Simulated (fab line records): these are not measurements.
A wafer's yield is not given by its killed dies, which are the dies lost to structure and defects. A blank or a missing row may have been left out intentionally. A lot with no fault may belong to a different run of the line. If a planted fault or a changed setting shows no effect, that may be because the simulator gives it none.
A lot that was struck, set against a sound lot -- flow nand harc -- 21 steps out of a route of 1302
Sound: these wafers, L298.1, L298.2, L298.6. Wafers struck: L291.1, L291.5, L291.6. At the end, the cause is stated.
Order at every step that has rows: each side's tool, ch and its chambers, its first start. Under that, the readings that differ: sound wafers -- struck wafers -- difference of the means -- sigmas: that difference in standard deviations of wafers without a fault.
alike: same words and numbers on both sides, and readings whose means sit less than 2 such deviations apart. not compared: any withheld reading, any reading some wafer has no value for, any bound like >300 that may hide the same value, and any number with overlapping values for which the record gives no deviation.
A row with sigmas, a row that says differs or no value, or rows on one side alone: a step with any of these is where the two part. Numbers that don't overlap but have no deviation are shown without sigmas and don't part them. A reading missing from all wafers of one side parts the sides only when that side holds two or more wafers.

NHARC_A_CHANNEL_HOLE_D1_CD_MEAS_18:
  struck on cd sem-01, day 13 21:03; sound on cd sem-01, day 17 05:23
  alike: cd nm
then, 1 step without rows for these wafers: NHARC_A_CHANNEL_HOLE_D1_ETCH_19 (etches the open film in C4F8/O2/Ar, time 34.5 s).
NHARC_A_CHANNEL_HOLE_D1_ETCH_20: etches the open film in C4F8/O2/Ar, time 361.9 s, target depth 1600 nm.
  sound on har etch-01 ch 0,1, day 17 07:35; struck on har etch-02 ch 0,1, day 13 23:30
  alike: drypump motor current A, oes air line au, showerhead plenum p Torr, throttle valve pct
  not compared: rf hours counter h
then, 2 steps without rows for these wafers: NHARC_A_CHANNEL_HOLE_D1_ETCH_21 (etches the open film in C4F8/O2/Ar, time 514.3 s, target depth 1600 nm); NHARC_A_CHANNEL_HOLE_D1_ETCH_22 (etches the open film in C4F8/O2/Ar, time 666.7 s, target depth 1600 nm).
NHARC_A_CHANNEL_HOLE_D1_ETCH_23: etches the open film in C4F8/O2/Ar, time 819 s, target depth 1600 nm.
  sound on har etch-01 ch 0,1, day 17 08:55; struck on har etch-02 ch 0,1, day 14 00:49
reading,sound,struck,difference,sigmas
oes air line au (a.u.),0.961 0.991 0.944,1.024 1.013 1.040,+0.060,+3
  alike: drypump motor current A, showerhead plenum p Torr, throttle valve pct
  not compared: rf hours counter h
then, 1 step without rows for these wafers: NHARC_A_CHANNEL_HOLE_D1_ETCH_24 (etches the open film in C4F8/O2/Ar, time 906.2 s, target depth 1500 nm).
NHARC_A_CHANNEL_HOLE_D1_ETCH_25: etches the open film in C4F8/O2/Ar, time 1040.2 s, target depth 1500 nm.
  sound on har etch-01 ch 0,1, day 17 10:22; struck on har etch-02 ch 0,1, day 14 02:17
  alike: drypump motor current A, oes air line au, showerhead plenum p Torr, throttle valve pct
  not compared: rf hours counter h
then, 4 steps without rows for these wafers: NHARC_A_CHANNEL_HOLE_D1_ETCH_26 (etches the open film in C4F8/O2/Ar, time 224.1 s, target depth 300 nm); NHARC_A_CHANNEL_HOLE_D1_ETCH_33 (etches the open film in C4F8/O2/Ar, time 90 s, target depth 400 nm); NHARC_A_CHANNEL_HOLE_D1_STRIP_41 (strips in N2/H2); NHARC_A_CHANNEL_HOLE_D1_STRIP_42 (strips in CF4/CHF3).
NHARC_A_CHANNEL_HOLE_D1_STRIP_43: strips in O2/COS.
  sound on rie diel-07 ch 2,3, day 17 12:08; struck on rie diel-07 ch 0,3, day 14 04:04
NHARC_A_CHANNEL_HOLE_D1_ETCH_44: etches the open film in CF4/O2, target depth 140 nm, overetch 14 nm, time 77 s.
  sound on rie diel-07 ch 1,2, day 17 12:12; struck on rie diel-07 ch 0,1,2, day 14 04:08
  alike: drypump motor current A, oes_o_777_au, oes product au, rf vpp V, showerhead plenum p Torr, throttle valve pct
  not compared: rf hours counter h
then, 3 steps without rows for these wafers: NHARC_A_CHANNEL_HOLE_D1_STRIP_27 (strips in O2); NHARC_A_CHANNEL_HOLE_D1_PRECLEAN_28 (cleans in SC1); NHARC_A_CHANNEL_HOLE_D1_SRD_29.
NHARC_A_CHANNEL_HOLE_D1_CD_MEAS_30:
  struck on cd sem-01, day 14 04:55; sound on cd sem-02, day 17 12:59
  alike: cd nm
NHARC_A_CHANNEL_HOLE_D1_XSEM_31:
  sound on xsem-01 ch 0, day 17 13:05; struck on xsem-01 ch 0, day 14 05:00
  alike: bot cd nm, bow nm, tilt deg
NHARC_A_CHANNEL_HOLE_D1_INSPECT_40:
  struck on defect inspect-01, day 14 05:16; sound on defect inspect-02, day 17 13:10
reading,sound,struck,difference,sigmas
raw defect count,35 67 81,395 433 364,+336,+12
  not compared: hold
-- the record jumps here: 15 days lie between the struck wafers' starts before and after (it left off in module A_CHANNEL_HOLE_D1 and takes up again in module END, whose first step shown is number 1302 of the route) --
NHARC_END_SORT_01:
  here the record holds rows for the struck wafers (prober-01 ch 0, day 29 15:55) but none for the sound ones

== WHERE THEY PART ==
First at NHARC_A_CHANNEL_HOLE_D1_ETCH_23; last, within this record, at NHARC_END_SORT_01.

WHY: whatever the simulator had introduced
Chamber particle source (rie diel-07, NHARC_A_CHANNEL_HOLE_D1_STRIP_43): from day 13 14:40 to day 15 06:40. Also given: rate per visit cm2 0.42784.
